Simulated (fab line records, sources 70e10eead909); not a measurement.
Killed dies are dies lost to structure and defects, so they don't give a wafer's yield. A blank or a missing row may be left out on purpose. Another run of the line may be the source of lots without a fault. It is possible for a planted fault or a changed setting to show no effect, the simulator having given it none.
Which tool is to blame? / flow nandHarc / 42 wafers from 14 lots sampled at 5 of the route's 1302 steps

WHAT EACH GAUGE READ, for each wafer
NHARC_HYBRID_BOND_INSPECT_06: inspects for defects (ir void). Usual: rawDefectCount 95, standard deviation 31.
lot=L575; measured=day 23 10:36; on=defectInspect-01; rawDefectCount=128 92 111; flag=
lot=L576; measured=day 24 05:00; on=defectInspect-01; rawDefectCount=136 170 163; flag=
lot=L577; measured=day 24 05:01; on=defectInspect-02; rawDefectCount=56 59 56; flag=
lot=L578; measured=day 24 05:00; on=defectInspect-02; rawDefectCount=80 90 67; flag=
lot=L580; measured=day 25 04:37; on=defectInspect-02; rawDefectCount=122 122 129; flag=
lot=L581; measured=day 26 03:38; on=defectInspect-02; rawDefectCount=101 113 110; flag=
lot=L582; measured=day 26 19:53; on=defectInspect-01; rawDefectCount=74 63 85; flag=
lot=L584; measured=day 27 09:35; on=defectInspect-01; rawDefectCount=88 86 76; flag=
lot=L583; measured=day 27 22:32; on=defectInspect-01; rawDefectCount=91 77 69; flag=
lot=L598; measured=day 33 08:38; on=defectInspect-02; rawDefectCount=77 82 70; flag=
lot=L597; measured=day 34 00:53; on=defectInspect-02; rawDefectCount=112 85 114; flag=

NHARC_THIN_TSV_CD_MEAS_12: target cd 1000 nm. Usual: cdNm 1000.5 nm, standard deviation 2.3.
lot=L575; measured=day 23 14:21; on=cdSem-01; cdNm (nm)=1002.4 1001.1 1002.8; flag=
lot=L576; measured=day 24 08:55; on=cdSem-01; cdNm (nm)=1004.1 1003.1 1003.1; flag=
lot=L577; measured=day 24 10:07; on=cdSem-01; cdNm (nm)=1000.9 1001.8 1002.8; flag=
lot=L578; measured=day 24 07:37; on=cdSem-03; cdNm (nm)=1000.0 997.6 996.5; flag=
lot=L580; measured=day 25 07:26; on=cdSem-01; cdNm (nm)=1001.6 1000.0 997.6; flag=
lot=L581; measured=day 26 06:13; on=cdSem-02; cdNm (nm)=1002.6 1002.5 1000.6; flag=
lot=L582; measured=day 26 22:34; on=cdSem-01; cdNm (nm)=1002.6 996.4 1003.1; flag=
lot=L584; measured=day 27 12:16; on=cdSem-01; cdNm (nm)=1004.7 999.7 1003.2; flag=
lot=L583; measured=day 28 02:25; on=cdSem-03; cdNm (nm)=998.3 1002.9 997.2; flag=
lot=L598; measured=day 33 11:18; on=cdSem-01; cdNm (nm)=1001.3 1001.5 1001.3; flag=
lot=L597; measured=day 34 03:35; on=cdSem-03; cdNm (nm)=1000.1 997.2 998.7; flag=

NHARC_END_SORT_01. Usual: killedAtArray 64, standard deviation 16; killedAtOther 1.0, standard deviation 1.1; killedAtPeriphery 3.5, standard deviation 2.3; killedDies 69, standard deviation 17; killedOpen 3.2, standard deviation 1.6; killedShort 2.4, standard deviation 1.6.
lot=L587; measured=day 30 03:11; on=prober-01; killedAtArray=674 673 672; killedAtOther=2 1 1; killedAtPeriphery=1 3 4; killedDies=677 677 677; killedOpen=2 7 3; killedShort=1 2 1; flag=OFF
lot=L592; measured=day 30 15:19; on=prober-01; killedAtArray=671 673 673; killedAtOther=1 0 1; killedAtPeriphery=5 4 3; killedDies=677 677 677; killedOpen=6 2 2; killedShort=2 0 0; flag=OFF
lot=L591; measured=day 31 05:11; on=prober-02; killedAtArray=669 675 669; killedAtOther=0 1 0; killedAtPeriphery=8 1 8; killedDies=677 677 677; killedOpen=4 3 1; killedShort=4 4 3; flag=OFF

WHAT TOOL EACH LOT RAN ON (gives the tool, then ch and the chambers of the sampled wafers, and finally the start)
lot=L575; NHARC_A_CONTACT_DEP_58=pecvd-03 ch 0,1, day 21 16:09; NHARC_A_M1_DEP_33=pecvd-01 ch 0,2, day 22 21:55
lot=L576; NHARC_A_CONTACT_DEP_58=pecvd-02 ch 0,1, day 22 08:46; NHARC_A_M1_DEP_33=pecvd-03 ch 1,2, day 23 11:25
lot=L577; NHARC_A_CONTACT_DEP_58=pecvd-01 ch 0,1,2, day 22 09:02; NHARC_A_M1_DEP_33=pecvd-04 ch 1,2, day 23 11:47
lot=L578; NHARC_A_CONTACT_DEP_58=pecvd-01 ch 0,2, day 22 11:37; NHARC_A_M1_DEP_33=pecvd-04 ch 0,2, day 23 13:47
lot=L580; NHARC_A_CONTACT_DEP_58=pecvd-01 ch 0,1, day 23 10:43; NHARC_A_M1_DEP_33=pecvd-04 ch 0,1, day 24 13:23
lot=L581; NHARC_A_CONTACT_DEP_58=pecvd-01 ch 0,1,2, day 24 10:28; NHARC_A_M1_DEP_33=pecvd-04 ch 1,2, day 25 13:31
lot=L582; NHARC_A_CONTACT_DEP_58=pecvd-02 ch 0,1, day 25 02:46; NHARC_A_M1_DEP_33=pecvd-03 ch 1,2, day 26 04:35
lot=L584; NHARC_A_CONTACT_DEP_58=pecvd-01 ch 0,1, day 25 15:35; NHARC_A_M1_DEP_33=pecvd-01 ch 0,1, day 26 19:35
lot=L583; NHARC_A_CONTACT_DEP_58=pecvd-02 ch 0,1,2, day 26 03:55; NHARC_A_M1_DEP_33=pecvd-04 ch 1,2, day 27 06:34
lot=L587; NHARC_A_CONTACT_DEP_58=pecvd-01 ch 0,1,2, day 27 11:01; NHARC_A_M1_DEP_33=-
lot=L592; NHARC_A_CONTACT_DEP_58=pecvd-01 ch 0,1,2, day 28 05:17; NHARC_A_M1_DEP_33=-
lot=L591; NHARC_A_CONTACT_DEP_58=pecvd-01 ch 0,2, day 28 12:21; NHARC_A_M1_DEP_33=-
lot=L598; NHARC_A_CONTACT_DEP_58=pecvd-01 ch 1,2, day 31 11:17; NHARC_A_M1_DEP_33=pecvd-03 ch 0,2, day 32 19:10
lot=L597; NHARC_A_CONTACT_DEP_58=pecvd-03 ch 1,2, day 32 04:24; NHARC_A_M1_DEP_33=pecvd-04 ch 0,1,2, day 33 08:17
- NHARC_A_CONTACT_DEP_58: deposits SiON, target thk 90 nm.
- NHARC_A_M1_DEP_33: deposits SiCN, target thk 30 nm.

WHAT THE TOOLS THEMSELVES READ (means of the sampled wafers that have a number; where no wafer has one, the mark that the record gives instead)
NHARC_A_CONTACT_DEP_58. Usual: heaterPowerOuterW 489 W, standard deviation 78; heaterPowerW 788 W, standard deviation 100; susceptorTempC 400.01 C, standard deviation 0.21.
lot=L575; tool=pecvd-03; heaterPowerOuterW (W)=402; heaterPowerW (W)=672; susceptorTempC (C)=400.15; flag=
lot=L576; tool=pecvd-02; heaterPowerOuterW (W)=419; heaterPowerW (W)=700; susceptorTempC (C)=400.12; flag=
lot=L577; tool=pecvd-01; heaterPowerOuterW (W)=563; heaterPowerW (W)=898; susceptorTempC (C)=399.81; flag=
lot=L578; tool=pecvd-01; heaterPowerOuterW (W)=560; heaterPowerW (W)=855; susceptorTempC (C)=400.04; flag=
lot=L580; tool=pecvd-01; heaterPowerOuterW (W)=470; heaterPowerW (W)=794; susceptorTempC (C)=400.25; flag=
lot=L581; tool=pecvd-01; heaterPowerOuterW (W)=547; heaterPowerW (W)=870; susceptorTempC (C)=399.99; flag=
lot=L582; tool=pecvd-02; heaterPowerOuterW (W)=473; heaterPowerW (W)=755; susceptorTempC (C)=400.14; flag=
lot=L584; tool=pecvd-01; heaterPowerOuterW (W)=526; heaterPowerW (W)=858; susceptorTempC (C)=399.99; flag=
lot=L583; tool=pecvd-02; heaterPowerOuterW (W)=411; heaterPowerW (W)=684; susceptorTempC (C)=400.00; flag=
lot=L587; tool=pecvd-01; heaterPowerOuterW (W)=523; heaterPowerW (W)=829; susceptorTempC (C)=399.79; flag=
lot=L592; tool=pecvd-01; heaterPowerOuterW (W)=552; heaterPowerW (W)=881; susceptorTempC (C)=400.35; flag=
lot=L591; tool=pecvd-01; heaterPowerOuterW (W)=586; heaterPowerW (W)=894; susceptorTempC (C)=400.20; flag=
lot=L598; tool=pecvd-01; heaterPowerOuterW (W)=554; heaterPowerW (W)=897; susceptorTempC (C)=400.17; flag=
lot=L597; tool=pecvd-03; heaterPowerOuterW (W)=469; heaterPowerW (W)=749; susceptorTempC (C)=399.74; flag=

NHARC_A_M1_DEP_33. Usual: heaterPowerOuterW 365 W, standard deviation 56; heaterPowerW 618 W, standard deviation 80; susceptorTempC 369.96 C, standard deviation 0.22.
lot=L575; tool=pecvd-01; heaterPowerOuterW (W)=455; heaterPowerW (W)=705; susceptorTempC (C)=369.95; flag=
lot=L576; tool=pecvd-03; heaterPowerOuterW (W)=305; heaterPowerW (W)=513; susceptorTempC (C)=370.07; flag=
lot=L577; tool=pecvd-04; heaterPowerOuterW (W)=342; heaterPowerW (W)=583; susceptorTempC (C)=369.76; flag=
lot=L578; tool=pecvd-04; heaterPowerOuterW (W)=399; heaterPowerW (W)=675; susceptorTempC (C)=370.24; flag=
lot=L580; tool=pecvd-04; heaterPowerOuterW (W)=363; heaterPowerW (W)=611; susceptorTempC (C)=370.03; flag=
lot=L581; tool=pecvd-04; heaterPowerOuterW (W)=324; heaterPowerW (W)=551; susceptorTempC (C)=370.18; flag=
lot=L582; tool=pecvd-03; heaterPowerOuterW (W)=352; heaterPowerW (W)=587; susceptorTempC (C)=370.00; flag=
lot=L584; tool=pecvd-01; heaterPowerOuterW (W)=392; heaterPowerW (W)=691; susceptorTempC (C)=369.66; flag=
lot=L583; tool=pecvd-04; heaterPowerOuterW (W)=312; heaterPowerW (W)=535; susceptorTempC (C)=369.87; flag=
lot=L598; tool=pecvd-03; heaterPowerOuterW (W)=314; heaterPowerW (W)=528; susceptorTempC (C)=370.09; flag=
lot=L597; tool=pecvd-04; heaterPowerOuterW (W)=358; heaterPowerW (W)=613; susceptorTempC (C)=369.70; flag=

THE ANSWER, worked out from the rows above alone
Rule: take the mean of a lot's wafers that have a number; if it is more than 3 standard deviations from the usual mean, the lot is off. A lot without any number at a reading at which 4 lots or more have one is off too. All remaining lots with rows at the step are treated as sound. After the gauges, taken in route order, come the tools' own readings; for these a lot's mean is taken, as printed above. The first step at which some lot is off is used, and at that step the reading that is off furthest; a lot without a number counts as furthest.
Off: L587, L592, L591, at NHARC_END_SORT_01 (killedAtArray). Neither off nor sound, because the step has no rows for them: L575, L576, L577, L578, L580, L581, L582, L584, L583, L598, L597.
A tool fits if, at a process step before that reading, it ran every lot that is off, and no sound lot after the first of them. Gauges at NHARC_END_SORT_01: tried the same way as those tools. One fits: NHARC_A_CONTACT_DEP_58 on pecvd-01. It ran no sound lot before its first lot that is off in this sample, so the start can't be narrowed down.

WHAT WAS PUT IN BY THE SIMULATOR
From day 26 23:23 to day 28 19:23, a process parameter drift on pecvd-01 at NHARC_A_CONTACT_DEP_58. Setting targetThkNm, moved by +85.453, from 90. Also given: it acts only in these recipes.
Shown lots that were struck: L587, L592, L591. Same finding as the rule above.
